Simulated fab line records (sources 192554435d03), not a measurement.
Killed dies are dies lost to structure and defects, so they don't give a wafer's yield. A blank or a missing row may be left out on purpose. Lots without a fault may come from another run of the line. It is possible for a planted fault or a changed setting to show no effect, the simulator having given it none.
fab line records + flow n5_finfet
[record]
- lots = 8
- wafers = 23
- last_day = 15
route steps=1938 shown BEOL_M13@1659 BEOL_M15@1830 PASSIVATION@1936
lots that met no fault: from a run of the same line without faults
start_h: hours from the record's opening day to when the first of the lot's shown wafers began + wait_h: hours from the lot's prior step to this one + " the same as in the row above + L1.1+2: one row covering several wafers at once + - either no value or no given start + * or withheld: withheld + < > ~ a bound
route shown NAME@n: a module of which the file shows steps, and the number in the route of the first + usual: mean and standard deviation over wafers with no fault + same: alike in all rows + chamber/n: place in a boat + sites: the reading at each site + _std_site: the values' standard deviation + _edge_site: inner sites' mean taken away from outer sites' mean + radius_mm: for every site, how far away it sits from the centre of the wafer + mask NAME#n: copy n + behind: the last tool/chamber to shape the wafer + hold: why the lot was held/for how many hours/how that ended + device: the transistor (n, p or np) that didn't switch + end of line: the route-end tests of the same wafers + for a step that has no rows: nothing shown but its recipe + killed: dies that structure and defects cost at the first sort, which is not the same as the wafer's yield + map: per-die view of a wafer (x killed, . not killed, _ where there is no die)
set.NAME: the setting that was run; set.NAME@STEP: the one run at that earlier step + model.NAME: the simulator's own value behind a step, which no gauge read
route steps across a sampled set of lots; one table per step, one row per wafer
services: the hour from which a tool's chamber was out of use, counted from the record's first day as start_h (under 0 if before that day), plus the number of hours and why
[[steps]]
[step N5_BEOL_M13_ILD_DEP_00]
[recipe]
- material = SiOC
- target_thk_a = 8379.2
- temp_c = 350
- precursor = DEMS/O2
- pressure_torr = 5
- rf_w = 500
- time_s = 166.4
[usual]
- chamber_pressure_Torr = 5.001/0.011
- heater_power_w = 472/56
- showerhead_plenum_p_Torr = 5.702/0.016
- throttle_valve_pct = 11.8/0.75
| lot.wafer | tool     | chamber | start_h | wait_h | chamber_pressure_Torr | heater_power_w | showerhead_plenum_p_Torr | throttle_valve_pct |
|-----------|----------|---------|---------|--------|-----------------------|----------------|--------------------------|--------------------|
| L341.1    | pecvd-02 | 0       | 225.28  | 0.0    | 4.990                 | 458            | 5.692                    | 13.1               |
| L341.3    | "        | 1       | "       | "      | 5.015                 | 485            | 5.703                    | 12.0               |
| L341.5    | "        | 0       | "       | "      | 5.011                 | 369            | 5.700                    | 12.9               |
| L343.2    | pecvd-04 | 0       | 242.15  | 0.0    | 4.985                 | 490            | 5.710                    | 11.1               |
| L343.4    | "        | 1       | "       | "      | 5.022                 | 465            | 5.724                    | 12.5               |
| L346.1    | pecvd-02 | 0       | 268.04  | 0.0    | 5.003                 | 464            | 5.705                    | 13.2               |
| L346.2    | "        | 1       | "       | "      | 5.022                 | 521            | 5.710                    | 12.0               |
| L346.3    | "        | 2       | "       | "      | 5.017                 | 442            | 5.688                    | 11.7               |
| L347.1    | pecvd-02 | 0       | 271.91  | 0.0    | 4.997                 | 478            | 5.703                    | 12.7               |
| L347.5    | "        | 1       | "       | "      | 5.007                 | 522            | 5.709                    | 12.2               |
| L347.6    | "        | 0       | "       | "      | 5.011                 | 369            | 5.697                    | 13.2               |
| L350.1    | pecvd-04 | 1       | 288.15  | 0.0    | 5.000                 | 474            | 5.711                    | 12.3               |
| L350.2    | "        | 2       | "       | "      | 4.997                 | 533            | 5.675                    | 10.5               |
| L350.5    | "        | 1       | "       | "      | 4.974                 | 513            | 5.735                    | 12.4               |
| L352.1    | pecvd-04 | 0       | 293.19  | 0.0    | 5.005                 | 445            | 5.705                    | 11.6               |
| L352.2    | "        | 2       | "       | "      | 5.018                 | 539            | 5.699                    | 10.5               |
| L352.6    | "        | 1       | "       | "      | 5.009                 | 564            | 5.710                    | 12.4               |
| L354.1    | pecvd-04 | 1       | 312.90  | 0.0    | 5.005                 | 556            | 5.723                    | 12.4               |
| L354.2    | "        | 2       | "       | "      | 5.002                 | 577            | 5.690                    | 10.3               |
| L354.3    | "        | 0       | "       | "      | 4.995                 | 412            | 5.715                    | 11.5               |
| L357.2    | pecvd-01 | 1       | 330.91  | 0.0    | 4.985                 | 424            | 5.664                    | 12.0               |
| L357.4    | "        | 2       | "       | "      | 5.007                 | 514            | 5.675                    | 11.1               |
| L357.6    | "        | 1       | "       | "      | 5.011                 | 467            | 5.667                    | 12.2               |
[step N5_BEOL_M13_STRIP_63]
[recipe]
- chemistry = N2/H2
- power_w = 1000
- temp_c = 250
- h2_frac = 0.65
- overash_fraction = 0.3
- pressure_mtorr = 1000
- n2_flow_sccm = 1750
- h2_flow_sccm = 3250
[usual]
- drypump_motor_current_A = 5.51/0.26
- heater_power_w = 328/20
- oes_product_au = 0.674/0.0049
- strip_time_to_endpoint_s = 27.6/1.5
| lot.wafer | tool            | chamber | start_h | wait_h | drypump_motor_current_A | heater_power_w | oes_product_au | rf_hours_counter_h | strip_time_to_endpoint_s |
|-----------|-----------------|---------|---------|--------|-------------------------|----------------|----------------|--------------------|--------------------------|
| L341.1    | plasma_asher-02 | 0       | 226.14  | -      | 5.54                    | 320            | 0.664          | 120                | 26.5                     |
| L341.3    | "               | 0       | "       | "      | 5.55                    | 316            | 0.667          | -                  | 28.4                     |
| L341.5    | "               | 1       | "       | "      | 5.41                    | 304            | 0.672          | -                  | 25.7                     |
| L343.2    | plasma_asher-02 | 1       | 243.37  | -      | 5.41                    | 302            | 0.668          | 124                | 27.9                     |
| L343.4    | "               | 0       | "       | "      | 5.54                    | 330            | 0.674          | -                  | 27.2                     |
| L346.1    | plasma_asher-02 | 0       | 269.03  | -      | 5.52                    | 320            | 0.671          | 129                | 27.3                     |
| L346.2    | "               | 1       | "       | "      | 5.40                    | 300            | 0.673          | 129                | 26.4                     |
| L346.3    | "               | 0       | "       | "      | 5.54                    | 316            | 0.680          | -                  | 30.8                     |
| L347.1    | plasma_asher-02 | 0       | 273.21  | -      | 5.55                    | 316            | 0.669          | 129                | 26.1                     |
| L347.5    | "               | 0       | "       | "      | 5.55                    | 324            | 0.669          | -                  | 24.0                     |
| L347.6    | "               | 1       | "       | "      | 5.41                    | 307            | 0.669          | -                  | 27.1                     |
| L350.1    | plasma_asher-02 | 1       | 289.14  | -      | 5.41                    | 299            | 0.678          | 136                | 28.4                     |
| L350.2    | "               | 0       | "       | "      | 5.55                    | 326            | 0.679          | 136                | 27.1                     |
| L350.5    | "               | 1       | "       | "      | 5.42                    | 305            | 0.677          | -                  | 27.7                     |
| L352.1    | plasma_asher-01 | 1       | 294.06  | -      | 5.95                    | 359            | 0.684          | 76                 | 29.1                     |
| L352.2    | "               | 0       | "       | "      | 5.18                    | 352            | 0.678          | 76                 | 27.7                     |
| L352.6    | "               | 1       | "       | "      | 5.94                    | 347            | 0.683          | -                  | 27.0                     |
| L354.1    | plasma_asher-01 | 0       | 314.17  | -      | 5.17                    | 343            | 0.679          | 80                 | 28.3                     |
| L354.2    | "               | 1       | "       | "      | 5.94                    | 355            | 0.672          | 80                 | 27.0                     |
| L354.3    | "               | 1       | "       | "      | 5.93                    | 356            | 0.680          | -                  | 29.6                     |
| L357.2    | plasma_asher-01 | 1       | 331.96  | -      | 5.95                    | 344            | 0.673          | 84                 | 28.7                     |
| L357.4    | "               | 0       | "       | "      | 5.20                    | 343            | 0.681          | -                  | 28.9                     |
| L357.6    | "               | 1       | "       | "      | 5.98                    | 358            | 0.681          | -                  | 29.2                     |
[step N5_BEOL_M13_CD_MEAS_17]
[recipe]
- target_cd_nm = 190
- polarity = opening
[usual]
- cd_nm = 191.0/2
| lot.wafer | tool      | chamber | start_h | wait_h | cd_nm |
|-----------|-----------|---------|---------|--------|-------|
| L341.1    | cd_sem-02 | -       | 226.35  | 0.0    | 190.5 |
| L341.3    | "         | -       | "       | "      | 188.1 |
| L341.5    | "         | -       | "       | "      | 192.4 |
| L343.2    | cd_sem-02 | -       | 243.58  | 0.0    | 192.2 |
| L343.4    | "         | -       | "       | "      | 192.6 |
| L346.1    | cd_sem-02 | -       | 269.24  | 0.0    | 190.7 |
| L346.2    | "         | -       | "       | "      | 191.1 |
| L346.3    | "         | -       | "       | "      | 188.5 |
| L347.1    | cd_sem-02 | -       | 273.42  | 0.0    | 195.1 |
| L347.5    | "         | -       | "       | "      | 191.6 |
| L347.6    | "         | -       | "       | "      | 191.6 |
| L350.1    | cd_sem-03 | -       | 289.35  | 0.0    | 193.1 |
| L350.2    | "         | -       | "       | "      | 189.7 |
| L350.5    | "         | -       | "       | "      | 188.2 |
| L352.1    | cd_sem-03 | -       | 294.26  | 0.0    | 193.5 |
| L352.2    | "         | -       | "       | "      | 191.0 |
| L352.6    | "         | -       | "       | "      | 194.6 |
| L354.1    | cd_sem-01 | -       | 314.38  | 0.0    | 188.2 |
| L354.2    | "         | -       | "       | "      | 191.8 |
| L354.3    | "         | -       | "       | "      | 187.5 |
| L357.2    | cd_sem-01 | -       | 332.17  | 0.0    | 188.3 |
| L357.4    | "         | -       | "       | "      | 190.7 |
| L357.6    | "         | -       | "       | "      | 188.9 |
[step N5_BEOL_M13_EXPOSE_25]
[recipe]
- mask_id = M13
- na = 0.93
- source_shape = conventional
- sigma_outer = 0.4
- polarization = unpolarized
- target_cd_nm = 210
- dose_mj = 22
[usual]
- exposure_dose_mJ_cm2 = 21.992/0.02
| lot.wafer | tool           | chamber | start_h | wait_h | mask  | exposure_dose_mJ_cm2 |
|-----------|----------------|---------|---------|--------|-------|----------------------|
| L341.1    | krf_scanner-01 | 0       | 226.50  | -      | M13#0 | 22.020               |
| L341.3    | "              | 0       | "       | "      | M13#0 | 21.990               |
| L341.5    | "              | 0       | "       | "      | M13#0 | 21.987               |
| L343.2    | krf_scanner-02 | 0       | 243.87  | -      | M13#0 | 21.959               |
| L343.4    | "              | 0       | "       | "      | M13#0 | 21.999               |
| L346.1    | krf_scanner-02 | 0       | 269.52  | -      | M13#0 | 21.968               |
| L346.2    | "              | 0       | "       | "      | M13#0 | 22.030               |
| L346.3    | "              | 0       | "       | "      | M13#0 | 21.990               |
| L347.1    | krf_scanner-02 | 0       | 273.57  | -      | M13#0 | 22.008               |
| L347.5    | "              | 0       | "       | "      | M13#0 | 22.003               |
| L347.6    | "              | 0       | "       | "      | M13#0 | 21.996               |
| L350.1    | krf_scanner-02 | 0       | 289.50  | -      | M13#0 | 22.015               |
| L350.2    | "              | 0       | "       | "      | M13#0 | 21.999               |
| L350.5    | "              | 0       | "       | "      | M13#0 | 21.990               |
| L352.1    | krf_scanner-01 | 0       | 294.54  | -      | M13#0 | 21.994               |
| L352.2    | "              | 0       | "       | "      | M13#0 | 22.007               |
| L352.6    | "              | 0       | "       | "      | M13#0 | 21.977               |
| L354.1    | krf_scanner-02 | 0       | 314.53  | -      | M13#0 | 25.020               |
| L354.2    | "              | 0       | "       | "      | M13#0 | 25.050               |
| L354.3    | "              | 0       | "       | "      | M13#0 | 25.043               |
| L357.2    | krf_scanner-02 | 0       | 332.46  | -      | M13#0 | 24.424               |
| L357.4    | "              | 0       | "       | "      | M13#0 | 24.409               |
| L357.6    | "              | 0       | "       | "      | M13#0 | 24.443               |
[step N5_BEOL_M13_CD_MEAS_28]
[recipe]
- target_cd_nm = 209.5
- landing_energy_ev = 500
- detector = se_inlens
[usual]
- cd_nm = 209.5/1.4
| lot.wafer | tool      | chamber | start_h | wait_h | cd_nm |
|-----------|-----------|---------|---------|--------|-------|
| L341.1    | cd_sem-01 | 0       | 226.68  | -      | 207.0 |
| L341.3    | "         | 0       | "       | "      | 208.8 |
| L341.5    | "         | 0       | "       | "      | 209.0 |
| L343.2    | cd_sem-01 | 0       | 244.03  | -      | 209.7 |
| L343.4    | "         | 0       | "       | "      | 208.4 |
| L346.1    | cd_sem-02 | 0       | 269.69  | -      | 208.6 |
| L346.2    | "         | 0       | "       | "      | 210.1 |
| L346.3    | "         | 0       | "       | "      | 209.0 |
| L347.1    | cd_sem-02 | 0       | 273.74  | -      | 207.8 |
| L347.5    | "         | 0       | "       | "      | 206.6 |
| L347.6    | "         | 0       | "       | "      | 209.0 |
| L350.1    | cd_sem-01 | 0       | 289.67  | -      | 209.4 |
| L350.2    | "         | 0       | "       | "      | 210.4 |
| L350.5    | "         | 0       | "       | "      | 210.3 |
| L352.1    | cd_sem-03 | 0       | 294.72  | -      | 209.1 |
| L352.2    | "         | 0       | "       | "      | 209.2 |
| L352.6    | "         | 0       | "       | "      | 209.9 |
| L354.1    | cd_sem-03 | 0       | 314.70  | -      | 222.0 |
| L354.2    | "         | 0       | "       | "      | 223.3 |
| L354.3    | "         | 0       | "       | "      | 219.9 |
| L357.2    | cd_sem-01 | 0       | 332.62  | -      | 221.7 |
| L357.4    | "         | 0       | "       | "      | 220.5 |
| L357.6    | "         | 0       | "       | "      | 222.4 |
[step N5_BEOL_M15_RC_MEAS_101]
[usual]
- COMB_M10 = 1.4e-11/2.8e-12
- COMB_M11 = 1.5e-11/3e-12
- COMB_M12 = 6.2e-12/1.2e-12
- COMB_M12_max_site = 8.9e-12/1.9e-12
- COMB_M13 = 4.6e-12/1.2e-12
- COMB_M14 = 3.5e-12/8.7e-13
- COMB_M15 = 2.5e-12/7.4e-13
- COMB_M5 = 3.7e-11/6.5e-12
- COMB_M6 = 2.6e-11/5.1e-12
- COMB_M7 = 2.5e-11/4.2e-12
- COMB_M7_max_site = 3.5e-11/6.7e-12
- COMB_M8 = 2.7e-11/5.9e-12
- COMB_M8_max_site = 3.8e-11/9.3e-12
- COMB_M9 = 1.4e-11/3.2e-12
- SERP_M10 = 3.05/0.11
- SERP_M11 = 3.09/0.12
- SERP_M12 = 0.633/0.022
- SERP_M13 = 0.314/0.0074
- SERP_M13_max_site = 0.317/0.0076
- SERP_M14 = 0.161/0.0076
- SERP_M5 = 38.5/2.2
- SERP_M6 = 14.0/0.73
- SERP_M7 = 13.9/0.94
- SERP_M8 = 14.0/0.71
- SERP_M9 = 3.09/0.12
| lot.wafer | tool      | chamber | start_h | wait_h | COMB_M10[S/m] | COMB_M11[S/m] | COMB_M12[S/m] | COMB_M12_max_site[S/m] | COMB_M13[S/m] | COMB_M14[S/m] | COMB_M15[S/m] | COMB_M5[S/m] | COMB_M6[S/m] | COMB_M7[S/m] | COMB_M7_max_site[S/m] | COMB_M8[S/m] | COMB_M8_max_site[S/m] | COMB_M9[S/m] | SERP_M10[ohm/um] | SERP_M11[ohm/um] | SERP_M12[ohm/um] | SERP_M13[ohm/um] | SERP_M13_max_site[ohm/um] | SERP_M14[ohm/um] | SERP_M5[ohm/um] | SERP_M6[ohm/um] | SERP_M7[ohm/um] | SERP_M8[ohm/um] | SERP_M9[ohm/um] |
|-----------|-----------|---------|---------|--------|---------------|---------------|---------------|------------------------|---------------|---------------|---------------|--------------|--------------|--------------|-----------------------|--------------|-----------------------|--------------|------------------|------------------|------------------|------------------|---------------------------|------------------|-----------------|-----------------|-----------------|-----------------|-----------------|
| L341.1    | prober-01 | 0       | 245.70  | 0.2    | 1.49e-11      | 1.2e-11       | 1.05e-11      | 1.23e-11               | 2.8e-12       | 2.8e-12       | 2.8e-12       | 4.8e-11      | 2.1e-11      | 2e-11        | 3.1e-11               | 2.4e-11      | 4.4e-11               | 1.1e-11      | 2.97             | 2.83             | 0.642            | 0.319            | 0.322                     | 0.177            | 40.5            | 13.3            | 13.5            | 14.0            | 2.99            |
| L341.3    | "         | 0       | "       | "      | 1.56e-11      | 1.8e-11       | 7.6e-12       | 9.4e-12                | 3.4e-12       | 2.7e-12       | 1.6e-12       | 3e-11        | 2.1e-11      | 2.5e-11      | 4.1e-11               | 2.3e-11      | 3.1e-11               | 1.2e-11      | 2.93             | 3.01             | 0.624            | 0.317            | 0.321                     | 0.177            | 38.3            | 14.0            | 13.7            | 15.3            | 2.88            |
| L341.5    | "         | 0       | "       | "      | 1.89e-11      | 1.4e-11       | 9.4e-12       | 1.34e-11               | 4e-12         | 3.2e-12       | 2e-12         | 3.2e-11      | 1.6e-11      | 2.8e-11      | 3.5e-11               | 1.6e-11      | 2.3e-11               | 1.4e-11      | 3.05             | 3.03             | 0.596            | 0.310            | 0.315                     | 0.173            | 40.2            | 15.3            | 13.3            | 12.4            | 3.15            |
| L343.2    | prober-01 | 0       | 264.61  | 0.2    | 1.73e-11      | 1.5e-11       | 4.5e-12       | 7.4e-12                | 5.6e-12       | 3.7e-12       | 3.2e-12       | 4e-11        | 3.7e-11      | 2.3e-11      | 3e-11                 | 2.5e-11      | 3.1e-11               | 1e-11        | 3.26             | 3.08             | 0.621            | 0.316            | 0.319                     | 0.154            | 35.9            | 14.4            | 13.9            | 14.7            | 3.00            |
| L343.4    | "         | 0       | "       | "      | 1.48e-11      | 1.1e-11       | 7.4e-12       | 1.21e-11               | 5.1e-12       | 1.8e-12       | 1.7e-12       | 3.2e-11      | 2.6e-11      | 3.1e-11      | 3.9e-11               | 2.6e-11      | 4.3e-11               | 1.6e-11      | 2.92             | 3.25             | 0.619            | 0.320            | 0.324                     | 0.177            | 38.5            | 14.2            | 13.4            | 13.7            | 3.11            |
| L346.1    | prober-02 | 0       | 282.46  | 0.0    | 1.73e-11      | 1.4e-11       | 7.4e-12       | 1.12e-11               | 4.8e-12       | 2.9e-12       | 3.4e-12       | 3.3e-11      | 2.6e-11      | 2.2e-11      | 2.9e-11               | 3e-11        | 3.8e-11               | 1.1e-11      | 2.92             | 3.17             | 0.653            | 0.320            | 0.322                     | 0.174            | 37.3            | 13.9            | 12.9            | 13.8            | 3.01            |
| L346.2    | "         | 0       | "       | "      | 1.82e-11      | 1.1e-11       | 8e-12         | 1.05e-11               | 4.6e-12       | 4e-12         | 2.7e-12       | 3.4e-11      | 2.7e-11      | 2.1e-11      | 2.8e-11               | 2.6e-11      | 5.2e-11               | 9e-12        | 2.96             | 2.90             | 0.602            | 0.322            | 0.325                     | 0.157            | 40.7            | 14.4            | 14.3            | 13.4            | 2.99            |
| L346.3    | "         | 0       | "       | "      | 1.1e-11       | 1.5e-11       | 4.9e-12       | 6.5e-12                | 5e-12         | 5.4e-12       | 3e-12         | 3.4e-11      | 2.7e-11      | 2.9e-11      | 4.2e-11               | 2.6e-11      | 3.9e-11               | 1.9e-11      | 3.06             | 2.99             | 0.611            | 0.300            | 0.302                     | 0.159            | 43.3            | 15.0            | 13.6            | 13.4            | 3.29            |
| L347.1    | prober-02 | 0       | 288.38  | 0.0    | 1.28e-11      | 1.2e-11       | 5.8e-12       | 8.3e-12                | 5.5e-12       | 3.4e-12       | 2.8e-12       | 4.2e-11      | 2.8e-11      | 2.1e-11      | 3.2e-11               | 2.2e-11      | 3e-11                 | 1.1e-11      | 2.93             | 3.43             | 0.628            | 0.329            | 0.335                     | 0.159            | 40.6            | 14.5            | 14.4            | 14.5            | 2.99            |
| L347.5    | "         | 0       | "       | "      | 1.64e-11      | 1.9e-11       | 6.9e-12       | 9.1e-12                | 4.3e-12       | 4.3e-12       | 2.9e-12       | 4.1e-11      | 1.9e-11      | 2.4e-11      | 3.7e-11               | 2.1e-11      | 3e-11                 | 1.4e-11      | 3.26             | 3.16             | 0.618            | 0.309            | 0.313                     | 0.163            | 38.8            | 14.1            | 13.9            | 14.0            | 3.04            |
| L347.6    | "         | 0       | "       | "      | 1.19e-11      | 1.3e-11       | 7.3e-12       | 1.1e-11                | 5.9e-12       | 4.2e-12       | 3.7e-12       | 3.9e-11      | 2.2e-11      | 2.5e-11      | 3.3e-11               | 1.6e-11      | 2.3e-11               | 1.4e-11      | 3.07             | 3.15             | 0.654            | 0.309            | 0.312                     | 0.157            | 39.1            | 14.6            | 14.6            | 13.7            | 3.33            |
| L350.1    | prober-01 | 0       | 308.68  | 0.0    | 8.3e-12       | 9e-12         | 8.2e-12       | 1.07e-11               | 3.9e-12       | 3.6e-12       | 2.2e-12       | 3.7e-11      | 2.7e-11      | 2.8e-11      | 4.1e-11               | 2e-11        | 2.7e-11               | 1.5e-11      | 3.24             | 3.25             | 0.657            | 0.301            | 0.303                     | 0.153            | 38.0            | 14.2            | 13.4            | 12.8            | 3.06            |
| L350.2    | "         | 0       | "       | "      | 9.2e-12       | 1.1e-11       | 7.2e-12       | 8.5e-12                | 3.1e-12       | 1.6e-12       | 2.8e-12       | 3.5e-11      | 3.9e-11      | 2.4e-11      | 4.1e-11               | 1.8e-11      | 2.6e-11               | 1.5e-11      | 3.04             | 3.06             | 0.625            | 0.318            | 0.323                     | 0.169            | 37.5            | 14.5            | 13.5            | 15.0            | 3.00            |
| L350.5    | "         | 0       | "       | "      | 1.31e-11      | 9e-12         | 7.1e-12       | 1.11e-11               | 3.5e-12       | 2.8e-12       | 2.1e-12       | 5e-11        | 2.8e-11      | 2.3e-11      | 4.5e-11               | 2.2e-11      | 2.6e-11               | 1.3e-11      | 3.07             | 3.18             | 0.648            | 0.303            | 0.307                     | 0.154            | 35.7            | 14.5            | 13.3            | 14.2            | 3.10            |
| L352.1    | prober-01 | 0       | 309.61  | 0.4    | 8.6e-12       | 1.2e-11       | 5.8e-12       | 6.7e-12                | 5.7e-12       | 3.6e-12       | 1.8e-12       | 4e-11        | 3.2e-11      | 2.3e-11      | 3.2e-11               | 2.7e-11      | 3.8e-11               | 1.3e-11      | 2.98             | 3.12             | 0.655            | 0.327            | 0.329                     | 0.154            | 38.4            | 13.4            | 14.8            | 13.3            | 3.01            |
| L352.2    | "         | 0       | "       | "      | 1.26e-11      | 1e-11         | 5.5e-12       | 1.13e-11               | 3.4e-12       | 3.9e-12       | 1.8e-12       | 4.5e-11      | 2.2e-11      | 2.9e-11      | 4.7e-11               | 2.4e-11      | 3.6e-11               | 1.4e-11      | 3.17             | 3.06             | 0.648            | 0.317            | 0.320                     | 0.155            | 40.1            | 14.4            | 14.9            | 13.4            | 2.99            |
| L352.6    | "         | 0       | "       | "      | 1.71e-11      | 1.2e-11       | 6e-12         | 1.08e-11               | 2.4e-12       | 3.6e-12       | 2.1e-12       | 3.1e-11      | 2.4e-11      | 2.2e-11      | 2.9e-11               | 2e-11        | 3.5e-11               | 1e-11        | 3.14             | 3.23             | 0.675            | 0.314            | 0.319                     | 0.158            | 36.8            | 15.5            | 16.0            | 13.5            | 3.10            |
| L354.1    | prober-01 | 0       | 329.24  | 0.0    | 1.23e-11      | 1.4e-11       | 5e-12         | 7.4e-12                | 4.5e-12       | 4.4e-12       | 2.1e-12       | 4.2e-11      | 3.8e-11      | 2.6e-11      | 3.5e-11               | 3.4e-11      | 4.1e-11               | 1.6e-11      | 2.85             | 3.20             | 0.629            | 0.295            | 0.296                     | 0.167            | 37.0            | 14.7            | 12.5            | 13.0            | 2.96            |
| L354.2    | "         | 0       | "       | "      | 1.44e-11      | 1.2e-11       | 5.5e-12       | 8.7e-12                | 3.1e-12       | 4.6e-12       | 1.6e-12       | 2.9e-11      | 2.8e-11      | 2e-11        | 3.6e-11               | 2.4e-11      | 2.7e-11               | 1.4e-11      | 2.95             | 3.26             | 0.636            | 0.269            | 0.270                     | 0.150            | 37.0            | 14.1            | 13.0            | 13.9            | 2.94            |
| L354.3    | "         | 0       | "       | "      | 1.79e-11      | 1.5e-11       | 5.7e-12       | 7.3e-12                | 3.7e-12       | 4.5e-12       | 2.3e-12       | 3.1e-11      | 2.8e-11      | 2.2e-11      | 4.4e-11               | 2.6e-11      | 4.5e-11               | 1.2e-11      | 3.18             | 3.12             | 0.618            | 0.291            | 0.295                     | 0.159            | 40.0            | 14.6            | 12.8            | 13.5            | 3.25            |
| L357.2    | prober-01 | 0       | 353.76  | 0.2    | 1.07e-11      | 2.2e-11       | 6.7e-12       | 8.7e-12                | 3.6e-12       | 3.3e-12       | 2.2e-12       | 4.6e-11      | 1.8e-11      | 2.3e-11      | 4.5e-11               | 2.8e-11      | 5.1e-11               | 1.5e-11      | 3.15             | 3.13             | 0.655            | 0.296            | 0.299                     | 0.168            | 35.9            | 15.3            | 13.8            | 14.4            | 3.25            |
| L357.4    | "         | 0       | "       | "      | 1.18e-11      | 1.4e-11       | 6.6e-12       | 9.8e-12                | 3.6e-12       | 2.5e-12       | 1.9e-12       | 3e-11        | 1.8e-11      | 2.1e-11      | 2.8e-11               | 2.3e-11      | 3.9e-11               | 1e-11        | 3.06             | 3.11             | 0.593            | 0.297            | 0.300                     | 0.167            | 39.9            | 13.1            | 14.2            | 13.5            | 2.88            |
| L357.6    | "         | 0       | "       | "      | 1.12e-11      | 1.1e-11       | 6.5e-12       | 9.3e-12                | 4.2e-12       | 2.6e-12       | 1.4e-12       | 3.6e-11      | 2.6e-11      | 2.2e-11      | 3e-11                 | 2.9e-11      | 3.6e-11               | 8e-12        | 3.12             | 3.33             | 0.660            | 0.293            | 0.297                     | 0.154            | 36.9            | 14.1            | 14.9            | 14.7            | 3.30            |
// sites SERP_M13 radius_mm=0,75,75,75,75,140,140,140,140
L341.1 0.321 0.322 0.322 0.318 0.318 0.319 0.319 0.316 0.319
L343.2 0.317 0.315 0.316 0.319 0.319 0.312 0.316 0.316 0.316
L346.1 0.319 0.318 0.320 0.320 0.320 0.317 0.321 0.322 0.319
L347.1 0.332 0.334 0.329 0.335 0.333 0.328 0.323 0.329 0.325
L350.1 0.300 0.301 0.303 0.302 0.303 0.301 0.302 0.300 0.299
L352.1 0.323 0.323 0.327 0.325 0.327 0.325 0.327 0.329 0.327
L354.1 0.296 0.294 0.292 0.295 0.295 0.294 0.295 0.294 0.296
L357.2 0.294 0.299 0.297 0.298 0.295 0.296 0.293 0.294 0.296
[step N5_PASSIVATION_PROBE_49]
[usual]
- defect_limited_yield = 91.8/1.5
- killed_at_M0_to_M3 = 33/11
- killed_at_M4_up = 13/5
- killed_at_contacts = 11/5.6
- killed_at_front_end = 36/12
- killed_at_other = 3.4/2.5
- killed_dies = 97/18
- killed_open = 64/13
- killed_short = 31/6.9
- sort_bin_5_function = 4.8/1
- sort_bin_6_memory = 3.1/0.64
- sort_bin_8_speed = 0.00/0.014
- sort_n_pass = 1083/18
- sort_yield_pct = 91.8/1.5
[same]
- gross_dies = 1180
- killed_at_back_side = 0
- sort_bin_4_leakage[%] = 0
| lot.wafer | tool      | chamber | start_h | wait_h | defect_limited_yield[%] | killed_at_M0_to_M3 | killed_at_M4_up | killed_at_contacts | killed_at_front_end | killed_at_other | killed_dies | killed_open | killed_short | sort_bin_5_function[%] | sort_bin_6_memory[%] | sort_bin_8_speed[%] | sort_n_pass | sort_yield_pct[%] |
|-----------|-----------|---------|---------|--------|-------------------------|--------------------|-----------------|--------------------|---------------------|-----------------|-------------|-------------|--------------|------------------------|----------------------|---------------------|-------------|-------------------|
| L354.2    | prober-02 | -       | 347.97  | 0.1    | 90.0                    | 40                 | 20              | 20                 | 37                  | 1               | 118         | 83          | 34           | 6.4                    | 3.3                  | 0                   | 1062        | 90.0              |
| L357.2    | prober-01 | -       | 370.22  | 0.1    | 89.1                    | 47                 | 22              | 19                 | 36                  | 5               | 129         | 81          | 41           | 5.7                    | 4.6                  | 0                   | 1051        | 89.1              |
// killed by level:class
L354.2 MOL_CONTACT_COAG:geometric_particle:open=16 BEOL_M0_SAQP:geometric_particle:open=10 FIN_SAQP:geometric_particle:open=9 DUMMY_GATE:geometric_particle:open=8 BEOL_M3:geometric_particle:open=7 BEOL_M0_SAQP:geometric_particle:short=6 BEOL_M2:geometric_particle:open=6 BEOL_M4:geometric_particle:open=6
L357.2 MOL_CONTACT_COAG:geometric_particle:open=18 BEOL_M1:geometric_particle:open=11 FIN_SAQP:geometric_particle:short=10 BEOL_M3:geometric_particle:open=9 BEOL_M0_SAQP:geometric_particle:short=7 BEOL_M0_SAQP:geometric_particle:open=6 STI_FIN_REVEAL:geometric_particle:open=5 BEOL_M4:geometric_particle:open=5
[[services]]
| tool            | chamber | start_h | hours | kind           |
|-----------------|---------|---------|-------|----------------|
| krf_scanner-02  | -       | 206.30  | 0.8   | pm             |
| krf_scanner-02  | 0       | 208.57  | -     | calibration    |
| pecvd-04        | 1       | 209.48  | 10.2  | repair         |
| krf_scanner-01  | -       | 212.07  | 1.3   | pm             |
| krf_scanner-02  | -       | 222.81  | 11.6  | pm             |
| pecvd-02        | -       | 225.45  | 14.6  | pm             |
| pecvd-01        | 0       | 226.24  | 23.5  | repair         |
| pecvd-01        | 2       | 233.26  | 6.5   | repair         |
| pecvd-01        | -       | 237.10  | 5.5   | pm             |
| pecvd-01        | -       | 246.30  | 0.3   | repair         |
| plasma_asher-02 | -       | 247.42  | 2.8   | pm             |
| krf_scanner-01  | -       | 249.67  | 1.0   | repair         |
| pecvd-04        | 1       | 256.77  | 2.0   | repair         |
| krf_scanner-02  | -       | 263.90  | 1.3   | pm             |
| pecvd-01        | -       | 265.34  | 11.7  | repair         |
| krf_scanner-01  | -       | 271.88  | 0.2   | repair         |
| plasma_asher-01 | -       | 272.13  | 15.6  | pm             |
| pecvd-04        | 1       | 272.86  | 2.1   | scheduled_down |
| pecvd-04        | -       | 288.42  | 0.8   | repair         |
| krf_scanner-01  | -       | 298.39  | 9.9   | repair         |
| pecvd-02        | 2       | 305.69  | 20.6  | repair         |
| pecvd-04        | 2       | 319.96  | 5.5   | scheduled_down |
| krf_scanner-01  | -       | 320.75  | 0.8   | pm             |
| krf_scanner-02  | -       | 321.50  | 1.0   | pm             |
[[key]]
[first_sign]
- step = N5_BEOL_M13_EXPOSE_25
- reading = exposure_dose_mJ_cm2
- direction = up
- sigmas = 99+
- usual = 21.992
- struck = 24.732
[effect]
- step = N5_BEOL_M13_CD_MEAS_28
- reading = cd_nm
- direction = up
- sigmas = 8.9
- usual = 209.5
- struck = 221.7
- through = control_loop
[effect]
- step = N5_BEOL_M15_RC_MEAS_101
- reading = SERP_M13
- direction = down
- sigmas = 3.2
- usual = 0.314
- struck = 0.290
met_at N5_BEOL_M13_EXPOSE_25
struck_lots L354,L357
[loop_trim]
- step = N5_BEOL_M13_EXPOSE_25
- setting = dose
- lots = L357
not_acting_at N5_BEOL_M13_ILD_DEP_00,N5_BEOL_M13_STRIP_63,N5_BEOL_M13_CD_MEAS_17
onset_between 289.50 314.53
[fault]
- kind = process_parameter_drift
- tool = krf_scanner-02
- chamber = -
- onset_h = 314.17
- steps = N5_BEOL_M13_EXPOSE_25
- channel = dose_mj
- offset = 3.0361
- shape = step
- acts_in = these_recipes_only
- stated = 22
// loop_trim: a control loop set the setting to another value than it would have without faults
